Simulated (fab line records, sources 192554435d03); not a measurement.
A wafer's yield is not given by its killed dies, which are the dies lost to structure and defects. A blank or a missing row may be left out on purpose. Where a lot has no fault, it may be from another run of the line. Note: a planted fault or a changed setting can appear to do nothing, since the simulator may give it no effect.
fab line records	flow n5-finfet
[record] lots = 24	wafers = 72	last-day = 19
route steps=1938 shown BEOL_M3@980
lots with no fault: from the same line, run without faults
start-h: hours from the record's opening day to when the first of the lot's shown wafers began	wait-h: hours from the lot's prior step to this one	" repeats the value in the row above	L1.1+2: a single row standing in for several wafers	- no value, or no start was given	* or withheld: withheld	< > ~ a bound
route shown NAME@n: names a module that has steps shown in the file, with the first one's number in the route	usual: the fault-free wafers' mean and standard deviation	same: alike in all rows	chamber/n: place in a boat	sites: per-site readings	_std_site: the standard deviation of these	_edge_site: outer sites' mean less inner sites'	radius-mm: for every site, how far away it sits from the centre of the wafer	mask NAME#n: copy n	behind: tool/chamber where the wafer was last shaped	hold: why the lot went on hold/how many hours it stayed there/how the hold came to an end	device: whichever transistor did not switch (one of n, p or np)	end of line: tests run on the same wafers once the route is complete	a step with no rows: only its recipe	killed: the dies lost at the first sort to structure and to defects; this is not the yield of the wafer	map: the dies of a wafer, with x for killed, . for not killed, _ for no die there
set.NAME: the setting the step ran with; set.NAME@STEP: the setting that earlier step ran with	model.NAME: the simulator's own value behind a step, which no gauge read
a sample of lots followed through the steps of the route, with each step as a table and each wafer as a row
services: when a tool's chamber went out of use (start-h, in hours from the record's first day, below 0 if earlier), for how many hours, and the reason
[[steps]]
[step N5_BEOL_M3_TRENCH_ETCH_37]
[recipe] chemistry = C4F6/O2	target-depth-a = 555.55	target = SiOC	time-s = 29.2	ion-energy-ev = 250	pressure-mtorr = 30	source-w = 355	bias-w = 185	Ar_flow_sccm = 300	C4F6_flow_sccm = 10	O2_flow_sccm = 10
[usual] C4F6_flow_sccm = 10.000/0.029	drypump-motor-current-A = 5.6/0.51	oes-product-au = 0.78/0.082	rf-vpp-V = 665/9	showerhead-plenum-p-Torr = 2.87/0.067	throttle-valve-pct = 20.88/0.14
lot.wafer	tool	chamber	start-h	wait-h	C4F6_flow_sccm	drypump-motor-current-A	oes-product-au	rf-hours-counter-h	rf-vpp-V	showerhead-plenum-p-Torr	throttle-valve-pct
L074.1	rie-diel-06	2	-	-	10.019	5.8	0.76	152	671	2.83	21.05
L074.2	"	0	"	"	9.992	4.9	0.69	221	656	2.83	20.67
L074.3	"	1	"	"	9.966	5.5	0.77	165	660	2.96	21.06
L075.1	rie-diel-04	2	-	-	10.027	5.0	0.88	64	692	2.78	20.99
L075.2	"	0	"	"	10.039	5.1	0.80	87	658	2.87	20.82
L075.5	"	2	"	"	10.004	5.0	0.87	-	693	2.78	20.99
L076.1	rie-diel-02	0	-	-	10.043	5.3	0.70	199	661	2.81	20.99
L076.2	"	2	"	"	10.029	6.4	0.99	1	672	2.94	20.90
L076.5	"	1	"	"	9.959	5.7	0.78	-	660	2.83	20.67
L077.1	rie-diel-06	2	-	-	9.962	5.8	0.76	156	670	2.83	21.05
L077.2	"	1	"	"	9.981	5.5	0.76	168	660	2.95	21.06
L077.5	"	2	"	"	10.009	5.8	0.76	-	671	2.83	21.08
L078.1	rie-diel-02	3	-	-	9.958	4.9	0.75	166	672	2.97	20.77
L078.3	"	1	"	"	10.015	5.7	0.78	140	658	2.83	20.68
L078.6	"	2	"	"	10.013	6.4	0.97	-	672	2.94	20.89
L079.2	rie-diel-02	0	-	-	10.020	5.3	0.71	204	661	2.81	21.00
L079.3	"	2	"	"	9.994	6.4	0.96	6	670	2.94	20.91
L079.6	"	3	"	"	10.026	4.9	0.75	-	672	2.97	20.77
L080.1	rie-diel-06	0	-	-	9.986	4.9	0.69	233	655	2.83	20.69
L080.2	"	1	"	"	10.021	5.5	0.75	176	661	2.95	21.07
L080.6	"	3	"	"	10.004	6.3	0.94	-	661	2.81	20.74
L081.2	rie-diel-04	2	-	-	9.932	4.9	0.86	75	691	2.78	21.02
L081.5	"	2	"	"	10.022	5.0	0.86	-	693	2.78	21.01
L081.6	"	3	"	"	10.026	5.3	0.84	-	653	2.91	20.89
L082.1	rie-diel-04	0	-	-	10.034	5.1	0.80	96	657	2.87	20.84
L082.2	"	1	"	"	10.002	6.1	0.74	170	666	2.96	20.80
L082.5	"	0	"	"	9.988	5.1	0.80	-	657	2.87	20.84
L083.1	rie-diel-02	2	-	-	10.014	6.4	0.95	12	671	2.94	20.93
L083.4	"	3	"	"	9.985	5.0	0.75	174	671	2.97	20.75
L083.6	"	2	"	"	10.025	6.4	0.95	-	670	2.94	20.91
L084.4	rie-diel-04	3	-	-	9.991	5.3	0.82	58	653	2.90	20.88
L084.5	"	3	"	"	10.008	5.3	0.83	-	653	2.90	20.87
L084.6	"	0	"	"	10.021	5.1	0.80	-	657	2.87	20.85
L085.2	rie-diel-02	1	-	-	9.993	5.7	0.78	148	660	2.83	20.71
L085.4	"	0	"	"	10.005	5.3	0.70	212	661	2.81	21.03
L085.5	"	2	"	"	9.958	6.4	0.94	-	670	2.93	20.91
L086.1	rie-diel-02	2	-	-	10.044	6.4	0.92	22	671	2.93	20.95
L086.2	"	3	"	"	9.981	4.9	0.74	183	671	2.96	20.79
L086.6	"	3	"	"	9.969	5.0	0.74	-	672	2.96	20.79
L089.1	rie-diel-02	2	-	-	9.996	6.3	0.92	25	673	2.93	20.92
L089.5	"	2	"	"	10.007	6.4	0.91	-	671	2.93	20.93
L089.6	"	3	"	"	10.039	5.0	0.73	-	672	2.96	20.80
L087.4	rie-diel-04	1	-	-	10.068	6.1	0.74	185	666	2.95	20.83
L087.5	"	1	"	"	10.055	6.1	0.74	-	667	2.95	20.83
L087.6	"	2	"	"	10.047	5.0	0.83	-	693	2.77	21.03
L088.1	rie-diel-06	1	-	-	10.016	5.5	0.74	192	660	2.94	21.09
L088.3	"	0	"	"	10.021	4.9	0.67	249	654	2.82	20.71
L088.5	"	3	"	"	9.969	6.3	0.89	-	661	2.80	20.76
L091.2	rie-diel-02	2	-	-	9.977	6.4	0.91	30	670	2.93	20.94
L091.3	"	1	"	"	9.920	5.7	0.77	163	658	2.82	20.72
L091.4	"	3	"	"	10.007	5.0	0.73	190	671	2.96	20.79
L090.1	rie-diel-06	3	-	-	9.977	6.3	0.89	27	660	2.80	20.75
L090.2	"	2	"	"	10.020	5.8	0.74	185	672	2.82	21.09
L090.5	"	3	"	"	10.008	6.3	0.89	-	661	2.80	20.78
L092.1	rie-diel-02	2	-	-	10.022	6.4	0.89	32	670	2.93	20.94
L092.2	"	0	"	"	9.995	5.3	0.68	228	662	2.80	21.04
L092.6	"	1	"	"	10.020	5.7	0.76	-	660	2.82	20.71
L093.3	rie-diel-06	3	-	-	9.994	6.3	0.89	32	659	2.80	20.77
L093.5	"	2	"	"	10.006	5.8	0.73	-	670	2.82	21.12
L093.6	"	3	"	"	9.973	6.3	0.88	-	663	2.80	20.77
L094.1	rie-diel-02	1	-	-	9.983	5.7	0.75	173	660	2.82	20.73
L094.4	"	3	"	"	10.005	4.9	0.71	201	670	2.96	20.81
L094.5	"	3	"	"	9.988	5.0	0.72	-	672	2.96	20.82
L096.2	rie-diel-02	2	-	-	10.025	6.4	0.88	42	670	2.92	20.95
L096.5	"	1	"	"	10.029	5.7	0.76	-	658	2.81	20.72
L096.6	"	2	"	"	9.988	6.4	0.88	-	670	2.92	20.96
L097.1	rie-diel-02	0	-	-	10.024	5.3	0.68	241	660	2.79	21.06
L097.3	"	1	"	"	9.952	5.7	0.75	178	657	2.81	20.73
L097.6	"	1	"	"	10.023	5.7	0.75	-	658	2.81	20.73
L095.2	rie-diel-02	2	-	-	10.031	6.4	0.87	48	672	2.92	20.97
L095.3	"	3	"	"	10.007	5.0	0.72	208	671	2.95	20.84
L095.6	"	2	"	"	9.994	6.3	0.87	-	672	2.92	20.95
[step N5_BEOL_M3_DEGAS_44]
[recipe] ambient = vacuum	temp-c = 250	time-s = 60
[usual] heater-power-w = 344/33	susceptor-temp-C = 249.98/0.17
lot.wafer	tool	chamber	start-h	wait-h	heater-power-w	susceptor-temp-C
L074.1	pvd-sputter-03	-	148.02	0.2	392	249.96
L074.2	"	-	"	"	385	250.09
L074.3	"	-	"	"	310	249.96
L075.1	pvd-sputter-03	-	158.21	0.0	395	250.03
L075.2	"	-	"	"	347	249.96
L075.5	"	-	"	"	313	250.00
L076.1	pvd-sputter-03	-	158.66	0.1	301	250.16
L076.2	"	-	"	"	382	250.05
L076.5	"	-	"	"	314	250.31
L077.1	pvd-sputter-02	-	161.43	0.3	320	249.88
L077.2	"	-	"	"	302	250.08
L077.5	"	-	"	"	319	250.03
L078.1	pvd-sputter-03	-	173.75	0.4	392	250.03
L078.3	"	-	"	"	310	249.70
L078.6	"	-	"	"	390	250.06
L079.2	pvd-sputter-02	-	176.87	0.3	365	250.09
L079.3	"	-	"	"	317	250.05
L079.6	"	-	"	"	315	250.22
L080.1	pvd-sputter-03	-	191.00	0.3	355	249.90
L080.2	"	-	"	"	301	249.95
L080.6	"	-	"	"	318	250.10
L081.2	pvd-sputter-01	-	194.67	0.8	321	249.95
L081.5	"	-	"	"	326	249.72
L081.6	"	-	"	"	323	249.90
L082.1	pvd-sputter-03	-	197.76	0.0	391	249.99
L082.2	"	-	"	"	351	250.06
L082.5	"	-	"	"	350	250.21
L083.1	pvd-sputter-03	-	201.57	0.4	313	249.93
L083.4	"	-	"	"	401	249.84
L083.6	"	-	"	"	388	249.99
L084.4	pvd-sputter-03	-	206.63	0.8	406	249.74
L084.5	"	-	"	"	386	250.11
L084.6	"	-	"	"	411	249.73
L085.2	pvd-sputter-01	-	206.74	0.9	327	250.21
L085.4	"	-	"	"	328	250.00
L085.5	"	-	"	"	310	249.95
L086.1	pvd-sputter-01	-	232.19	0.6	337	250.13
L086.2	"	-	"	"	306	250.09
L086.6	"	-	"	"	341	250.15
L089.1	pvd-sputter-03	-	239.96	0.3	310	249.97
L089.5	"	-	"	"	376	249.62
L089.6	"	-	"	"	388	250.23
L087.4	pvd-sputter-03	-	240.04	0.2	386	249.70
L087.5	"	-	"	"	347	250.09
L087.6	"	-	"	"	398	250.25
L088.1	pvd-sputter-02	-	242.73	0.2	307	249.86
L088.3	"	-	"	"	374	249.80
L088.5	"	-	"	"	359	249.77
L091.2	pvd-sputter-02	-	253.02	0.0	327	250.06
L091.3	"	-	"	"	310	249.75
L091.4	"	-	"	"	321	250.23
L090.1	pvd-sputter-01	-	256.35	0.3	331	249.98
L090.2	"	-	"	"	311	250.01
L090.5	"	-	"	"	321	249.97
L092.1	pvd-sputter-01	-	261.41	0.3	313	250.01
L092.2	"	-	"	"	321	249.81
L092.6	"	-	"	"	325	250.09
L093.3	pvd-sputter-03	-	269.45	0.1	397	250.06
L093.5	"	-	"	"	347	250.10
L093.6	"	-	"	"	315	249.89
L094.1	pvd-sputter-03	-	291.11	0.2	314	250.01
L094.4	"	-	"	"	383	249.81
L094.5	"	-	"	"	306	249.93
L096.2	pvd-sputter-01	-	299.31	0.0	338	249.80
L096.5	"	-	"	"	316	250.06
L096.6	"	-	"	"	313	249.72
L097.1	pvd-sputter-03	-	307.23	0.5	348	250.14
L097.3	"	-	"	"	382	250.21
L097.6	"	-	"	"	383	249.99
L095.2	pvd-sputter-02	-	319.36	0.1	368	250.09
L095.3	"	-	"	"	319	249.91
L095.6	"	-	"	"	308	250.12
[step N5_BEOL_M3_ANNEAL_49]
[recipe] temp-c = 400	time-s = 240	ambient = vacuum
[usual] heater-power-w = 842/75	susceptor-temp-C = 400.04/0.24
lot.wafer	tool	chamber	start-h	wait-h	heater-power-w	susceptor-temp-C
L074.1	pvd-sputter-03	-	148.86	0.0	938	399.96
L074.2	"	-	"	"	1003	399.85
L074.3	"	-	"	"	779	400.42
L075.1	pvd-sputter-01	-	158.84	0.0	774	399.84
L075.2	"	-	"	"	796	399.91
L075.5	"	-	"	"	826	400.29
L076.1	pvd-sputter-01	-	160.68	0.0	801	399.60
L076.2	"	-	"	"	791	400.07
L076.5	"	-	"	"	826	399.48
L077.1	pvd-sputter-02	-	162.21	0.0	774	400.23
L077.2	"	-	"	"	822	399.85
L077.5	"	-	"	"	778	400.08
L078.1	pvd-sputter-03	-	174.73	0.0	952	400.11
L078.3	"	-	"	"	778	400.61
L078.6	"	-	"	"	950	399.84
L079.2	pvd-sputter-01	-	177.59	0.0	784	399.99
L079.3	"	-	"	"	814	400.10
L079.6	"	-	"	"	768	400.22
L080.1	pvd-sputter-02	-	193.55	0.0	793	399.69
L080.2	"	-	"	"	786	400.30
L080.6	"	-	"	"	768	400.37
L081.2	pvd-sputter-01	-	195.37	0.0	786	400.04
L081.5	"	-	"	"	806	400.20
L081.6	"	-	"	"	802	399.57
L082.1	pvd-sputter-03	-	198.53	0.0	933	399.58
L082.2	"	-	"	"	1015	400.06
L082.5	"	-	"	"	770	399.57
L083.1	pvd-sputter-03	-	202.51	0.0	994	399.74
L083.4	"	-	"	"	934	399.75
L083.6	"	-	"	"	983	399.97
L084.4	pvd-sputter-01	-	207.29	0.0	806	399.98
L084.5	"	-	"	"	828	400.22
L084.6	"	-	"	"	804	399.69
L085.2	pvd-sputter-02	-	208.06	0.0	797	400.25
L085.4	"	-	"	"	772	399.77
L085.5	"	-	"	"	904	400.00
L086.1	pvd-sputter-02	-	232.99	0.0	905	400.11
L086.2	"	-	"	"	769	399.85
L086.6	"	-	"	"	813	399.77
L089.1	pvd-sputter-01	-	240.59	0.0	805	400.35
L089.5	"	-	"	"	792	400.48
L089.6	"	-	"	"	827	400.14
L087.4	pvd-sputter-02	-	240.87	0.0	767	399.52
L087.5	"	-	"	"	804	400.17
L087.6	"	-	"	"	788	400.40
L088.1	pvd-sputter-03	-	243.60	0.0	989	399.94
L088.3	"	-	"	"	875	400.04
L088.5	"	-	"	"	937	400.20
L091.2	pvd-sputter-03	-	254.23	0.0	892	399.69
L091.3	"	-	"	"	956	399.94
L091.4	"	-	"	"	978	400.07
L090.1	pvd-sputter-01	-	257.31	0.0	773	400.64
L090.2	"	-	"	"	808	399.75
L090.5	"	-	"	"	818	399.83
L092.1	pvd-sputter-01	-	263.85	0.0	783	399.82
L092.2	"	-	"	"	794	399.90
L092.6	"	-	"	"	790	399.50
L093.3	pvd-sputter-03	-	270.13	0.0	978	399.77
L093.5	"	-	"	"	961	400.36
L093.6	"	-	"	"	1000	399.58
L094.1	pvd-sputter-01	-	291.96	0.0	755	400.08
L094.4	"	-	"	"	815	400.43
L094.5	"	-	"	"	798	400.06
L096.2	pvd-sputter-03	-	300.14	0.0	984	400.20
L096.5	"	-	"	"	849	400.37
L096.6	"	-	"	"	986	400.25
L097.1	pvd-sputter-02	-	308.18	0.0	807	399.97
L097.3	"	-	"	"	889	400.06
L097.6	"	-	"	"	928	400.12
L095.2	pvd-sputter-03	-	321.86	0.0	783	400.28
L095.3	"	-	"	"	887	399.88
L095.6	"	-	"	"	935	400.15
[step N5_BEOL_M3_ANNEAL_87]
[recipe] temp-c = 400	time-s = 240	ambient = vacuum
[usual] heater-power-w = 840/76	susceptor-temp-C = 400.00/0.22
lot.wafer	tool	chamber	start-h	wait-h	heater-power-w	susceptor-temp-C
L074.1	pvd-sputter-03	-	149.52	0.0	924	399.58
L074.2	"	-	"	"	1028	399.83
L074.3	"	-	"	"	778	400.31
L075.1	pvd-sputter-01	-	159.50	0.0	759	399.96
L075.2	"	-	"	"	792	399.82
L075.5	"	-	"	"	812	400.19
L076.1	pvd-sputter-01	-	161.34	0.0	808	399.98
L076.2	"	-	"	"	794	399.72
L076.5	"	-	"	"	791	399.92
L077.1	pvd-sputter-02	-	162.87	0.0	799	400.10
L077.2	"	-	"	"	807	399.89
L077.5	"	-	"	"	793	400.18
L078.1	pvd-sputter-03	-	175.39	0.0	966	399.64
L078.3	"	-	"	"	764	399.73
L078.6	"	-	"	"	935	399.78
L079.2	pvd-sputter-01	-	178.25	0.0	789	399.72
L079.3	"	-	"	"	793	399.78
L079.6	"	-	"	"	778	399.73
L080.1	pvd-sputter-02	-	194.21	0.0	790	400.16
L080.2	"	-	"	"	796	399.89
L080.6	"	-	"	"	774	400.11
L081.2	pvd-sputter-01	-	196.03	0.0	787	399.95
L081.5	"	-	"	"	814	400.23
L081.6	"	-	"	"	777	399.84
L082.1	pvd-sputter-03	-	199.19	0.0	955	400.01
L082.2	"	-	"	"	1006	399.86
L082.5	"	-	"	"	754	400.25
L083.1	pvd-sputter-03	-	203.17	0.0	1001	399.68
L083.4	"	-	"	"	939	399.70
L083.6	"	-	"	"	972	399.55
L084.4	pvd-sputter-01	-	207.95	0.0	818	399.94
L084.5	"	-	"	"	774	400.04
L084.6	"	-	"	"	810	400.07
L085.2	pvd-sputter-02	-	208.72	0.0	808	399.87
L085.4	"	-	"	"	787	400.03
L085.5	"	-	"	"	876	400.00
L086.1	pvd-sputter-02	-	233.65	0.0	911	399.80
L086.2	"	-	"	"	790	400.12
L086.6	"	-	"	"	821	400.03
L089.1	pvd-sputter-01	-	241.25	0.0	809	399.92
L089.5	"	-	"	"	766	399.87
L089.6	"	-	"	"	819	400.01
L087.4	pvd-sputter-02	-	241.53	0.0	794	399.75
L087.5	"	-	"	"	801	400.34
L087.6	"	-	"	"	798	399.89
L088.1	pvd-sputter-03	-	252.93	0.0	986	400.38
L088.3	"	-	"	"	857	399.97
L088.5	"	-	"	"	945	399.74
L091.2	pvd-sputter-03	-	254.89	0.0	859	400.32
L091.3	"	-	"	"	940	400.36
L091.4	"	-	"	"	1014	399.94
L090.1	pvd-sputter-01	-	257.97	0.0	798	400.05
L090.2	"	-	"	"	830	399.65
L090.5	"	-	"	"	847	399.68
L092.1	pvd-sputter-01	-	264.51	0.0	804	399.55
L092.2	"	-	"	"	787	400.42
L092.6	"	-	"	"	810	400.17
L093.3	pvd-sputter-03	-	270.79	0.0	993	399.86
L093.5	"	-	"	"	952	399.58
L093.6	"	-	"	"	979	399.88
L094.1	pvd-sputter-01	-	292.62	0.0	768	399.97
L094.4	"	-	"	"	803	400.11
L094.5	"	-	"	"	768	400.13
L096.2	pvd-sputter-03	-	300.80	0.0	992	399.90
L096.5	"	-	"	"	878	400.34
L096.6	"	-	"	"	977	399.81
L097.1	pvd-sputter-02	-	308.84	0.0	795	399.91
L097.3	"	-	"	"	907	399.60
L097.6	"	-	"	"	914	399.97
L095.2	pvd-sputter-03	-	322.52	0.0	786	400.19
L095.3	"	-	"	"	878	400.17
L095.6	"	-	"	"	941	400.14
[step N5_BEOL_M3_ANNEAL_91]
[recipe] temp-c = 400	time-s = 240	ambient = vacuum
[usual] heater-power-w = 841/74	susceptor-temp-C = 399.99/0.22
lot.wafer	tool	chamber	start-h	wait-h	heater-power-w	susceptor-temp-C
L074.1	pvd-sputter-03	-	149.96	0.0	939	400.51
L074.2	"	-	"	"	998	399.96
L074.3	"	-	"	"	779	399.63
L075.1	pvd-sputter-01	-	159.94	0.0	771	400.30
L075.2	"	-	"	"	795	399.86
L075.5	"	-	"	"	782	400.07
L076.1	pvd-sputter-01	-	161.78	0.0	786	399.81
L076.2	"	-	"	"	789	400.17
L076.5	"	-	"	"	806	399.88
L077.1	pvd-sputter-02	-	163.31	0.0	779	400.05
L077.2	"	-	"	"	803	399.94
L077.5	"	-	"	"	782	400.00
L078.1	pvd-sputter-03	-	175.83	0.0	943	400.12
L078.3	"	-	"	"	775	400.28
L078.6	"	-	"	"	949	399.98
L079.2	pvd-sputter-01	-	178.69	0.0	812	400.06
L079.3	"	-	"	"	795	399.69
L079.6	"	-	"	"	782	400.09
L080.1	pvd-sputter-02	-	194.65	0.0	814	399.78
L080.2	"	-	"	"	795	399.69
L080.6	"	-	"	"	790	399.99
L081.2	pvd-sputter-01	-	196.47	0.0	802	399.81
L081.5	"	-	"	"	811	399.90
L081.6	"	-	"	"	812	400.20
L082.1	pvd-sputter-03	-	199.63	0.0	923	399.84
L082.2	"	-	"	"	999	400.35
L082.5	"	-	"	"	766	400.45
L083.1	pvd-sputter-03	-	203.61	0.0	996	399.79
L083.4	"	-	"	"	945	400.00
L083.6	"	-	"	"	971	400.19
L084.4	pvd-sputter-01	-	208.39	0.0	797	400.01
L084.5	"	-	"	"	776	400.30
L084.6	"	-	"	"	789	399.81
L085.2	pvd-sputter-02	-	209.16	0.0	816	399.97
L085.4	"	-	"	"	762	399.94
L085.5	"	-	"	"	917	400.32
L086.1	pvd-sputter-02	-	234.09	0.0	905	399.85
L086.2	"	-	"	"	783	400.03
L086.6	"	-	"	"	806	399.84
L089.1	pvd-sputter-01	-	241.69	0.0	785	400.14
L089.5	"	-	"	"	797	400.24
L089.6	"	-	"	"	825	400.07
L087.4	pvd-sputter-02	-	241.97	0.0	787	400.15
L087.5	"	-	"	"	823	400.13
L087.6	"	-	"	"	789	399.99
L088.1	pvd-sputter-03	-	253.37	0.0	985	399.59
L088.3	"	-	"	"	886	399.78
L088.5	"	-	"	"	959	400.11
L091.2	pvd-sputter-03	-	255.33	0.0	852	399.96
L091.3	"	-	"	"	946	399.76
L091.4	"	-	"	"	992	400.06
L090.1	pvd-sputter-01	-	258.41	0.0	805	400.10
L090.2	"	-	"	"	830	399.88
L090.5	"	-	"	"	811	400.37
L092.1	pvd-sputter-01	-	264.95	0.0	797	400.03
L092.2	"	-	"	"	774	399.51
L092.6	"	-	"	"	808	399.85
L093.3	pvd-sputter-03	-	271.23	0.0	1010	400.12
L093.5	"	-	"	"	943	400.04
L093.6	"	-	"	"	1005	400.23
L094.1	pvd-sputter-01	-	293.06	0.0	779	400.01
L094.4	"	-	"	"	806	400.21
L094.5	"	-	"	"	812	400.09
L096.2	pvd-sputter-03	-	301.24	0.0	969	400.14
L096.5	"	-	"	"	877	400.06
L096.6	"	-	"	"	984	399.60
L097.1	pvd-sputter-02	-	309.28	0.0	797	400.18
L097.3	"	-	"	"	924	399.73
L097.6	"	-	"	"	910	399.73
L095.2	pvd-sputter-03	-	322.96	0.0	761	399.82
L095.3	"	-	"	"	873	400.28
L095.6	"	-	"	"	920	400.28
[step N5_BEOL_M3_CO_CAP_55]
[recipe] material = Co	target-thk-a = 20	temp-c = 200	precursor = CCTBA/H2	pressure-torr = 30	time-s = 102.1
[usual] heater-power-w = 231/5.3	susceptor-temp-C = 200.01/0.16
lot.wafer	tool	chamber	start-h	wait-h	heater-power-w	susceptor-temp-C
L074.1	cvd-co-02	0	151.97	0.0	236	200.21
L074.2	"	1	"	"	236	200.06
L074.3	"	2	"	"	224	200.07
L075.1	cvd-co-01	2	166.07	0.0	225	200.29
L075.2	"	1	"	"	226	200.13
L075.5	"	0	"	"	236	199.94
L076.1	cvd-co-02	2	168.86	0.0	232	200.01
L076.2	"	0	"	"	230	199.92
L076.5	"	0	"	"	234	200.13
L077.1	cvd-co-01	0	170.07	0.0	236	199.92
L077.2	"	2	"	"	225	199.77
L077.5	"	0	"	"	241	200.02
L078.1	cvd-co-02	0	180.98	0.0	237	199.93
L078.3	"	2	"	"	225	200.10
L078.6	"	2	"	"	226	199.84
L079.2	cvd-co-01	0	182.82	0.0	244	200.26
L079.3	"	1	"	"	226	200.00
L079.6	"	2	"	"	229	199.60
L080.1	cvd-co-01	0	196.31	0.0	243	200.16
L080.2	"	1	"	"	223	199.85
L080.6	"	2	"	"	225	200.04
L081.2	cvd-co-01	0	197.92	0.0	238	200.07
L081.5	"	1	"	"	227	199.75
L081.6	"	0	"	"	235	199.86
L082.1	cvd-co-02	0	201.09	0.0	240	200.09
L082.2	"	2	"	"	219	200.02
L082.5	"	1	"	"	235	200.10
L083.1	cvd-co-02	0	205.19	0.0	231	200.00
L083.4	"	2	"	"	229	199.91
L083.6	"	0	"	"	242	200.27
L084.4	cvd-co-02	0	209.87	0.0	236	200.11
L084.5	"	2	"	"	225	200.01
L084.6	"	1	"	"	233	199.97
L085.2	cvd-co-02	2	210.60	0.0	225	199.99
L085.4	"	1	"	"	232	200.07
L085.5	"	2	"	"	228	199.80
L086.1	cvd-co-01	0	235.53	0.0	241	199.91
L086.2	"	1	"	"	230	200.04
L086.6	"	2	"	"	230	199.81
L089.1	cvd-co-01	0	243.14	0.0	240	200.01
L089.5	"	2	"	"	227	199.98
L089.6	"	1	"	"	222	200.07
L087.4	cvd-co-02	2	243.45	0.0	226	200.01
L087.5	"	1	"	"	232	199.94
L087.6	"	0	"	"	236	200.35
L088.1	cvd-co-02	2	254.82	0.0	228	200.11
L088.3	"	0	"	"	236	199.97
L088.5	"	0	"	"	235	200.23
L091.2	cvd-co-02	2	256.78	0.0	227	199.90
L091.3	"	1	"	"	226	200.05
L091.4	"	2	"	"	228	199.89
L090.1	cvd-co-01	2	259.97	0.0	225	200.13
L090.2	"	1	"	"	229	199.98
L090.5	"	0	"	"	243	200.10
L092.1	cvd-co-01	0	266.40	0.0	240	199.84
L092.2	"	1	"	"	227	199.92
L092.6	"	2	"	"	229	200.07
L093.3	cvd-co-02	0	272.69	0.0	235	199.98
L093.5	"	2	"	"	232	200.02
L093.6	"	1	"	"	230	200.12
L094.1	cvd-co-02	1	294.51	0.0	222	199.65
L094.4	"	2	"	"	225	199.68
L094.5	"	1	"	"	225	199.85
L096.2	cvd-co-02	0	302.86	0.0	235	200.05
L096.5	"	1	"	"	227	200.42
L096.6	"	2	"	"	234	199.85
L097.1	cvd-co-01	2	310.74	0.0	229	200.15
L097.3	"	0	"	"	240	200.11
L097.6	"	2	"	"	231	200.11
L095.2	cvd-co-02	2	324.40	0.0	230	199.62
L095.3	"	0	"	"	236	200.09
L095.6	"	0	"	"	234	200.06
[[services]]
tool	chamber	start-h	hours	kind
rie-diel-02	2	131.19	-	clean
rie-diel-02	2	131.19	-	consumable-replace:focus-ring
rie-diel-02	2	131.19	24.2	scheduled-down
rie-diel-02	2	131.19	24.2	vent-cycle
rie-diel-04	3	133.61	22.5	repair
pvd-sputter-03	-	133.80	2.7	repair
rie-diel-06	2	136.40	2.6	repair
rie-diel-06	3	139.23	-	clean
rie-diel-06	3	139.23	-	consumable-replace:focus-ring
rie-diel-06	3	139.23	27.9	scheduled-down
rie-diel-06	3	139.23	27.9	vent-cycle
cvd-co-02	2	157.27	6.8	repair
cvd-co-01	-	165.04	0.5	repair
rie-diel-06	-	177.84	0.6	repair
rie-diel-04	0	185.19	4.0	repair
rie-diel-06	3	235.37	2.3	repair
rie-diel-06	0	244.91	-	clean
rie-diel-06	0	244.91	-	consumable-replace:focus-ring
pvd-sputter-02	-	269.38	29.2	repair
cvd-co-01	-	290.66	4.3	pm
cvd-co-02	-	294.99	6.9	pm
rie-diel-06	1	295.74	3.9	repair
rie-diel-06	1	303.97	8.4	repair
cvd-co-02	-	306.01	1.3	repair
[[key]]
fault none
